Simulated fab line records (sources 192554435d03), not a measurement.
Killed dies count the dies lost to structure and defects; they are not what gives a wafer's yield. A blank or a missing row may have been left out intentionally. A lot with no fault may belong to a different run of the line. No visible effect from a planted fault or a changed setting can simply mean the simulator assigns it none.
Matching of chambers -- flow n5Finfet -- rieDiel-05 running N5_BEOL_M7_DESCUM_33: 4 sister chambers
The step chemistry O2, time 7 s. 4 wafers are shown with their chamber, then 7 later ones without.

## WAFERS, EACH WITH ITS CHAMBER
wafer,chamber,showerheadPlenumPTorr (Torr)
L086.5,2,2.21
L087.1,1,2.14
L092.2,3,2.13
L092.4,0,2.10

## WAFERS WITHOUT THEIR CHAMBER
wafer,showerheadPlenumPTorr (Torr)
L092.5,2.13
L093.1,2.10
L093.5,2.13
L093.6,2.10
L097.2,2.12
L097.3,2.13
L097.4,2.10

## WHICH CHAMBER EACH WENT THROUGH
wafer,from the rows above,in truth
L092.5,3,3
L093.1,0,0
L093.5,3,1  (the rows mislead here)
L093.6,0,0
L097.2,3,3
L097.3,3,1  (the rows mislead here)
L097.4,0,0
Correctly placed: 5 of 7. Number that these rows cannot place: 0. Number placed wrongly: 2.
How it was worked out, from the rows above alone: a wafer's distance from a chamber is the root of the sum, over the readings, of the square of ((its reading less the chamber's mean) divided by the reading's scatter). If the next closest chamber is less than 2 further off than the closest, the wafer can't be placed; otherwise it belongs to the closest. The mean given for a chamber averages the wafers shown for that chamber. The scatter: root of mean squared gap, hidden wafer to nearest shown wafer, with one shown wafer a chamber.
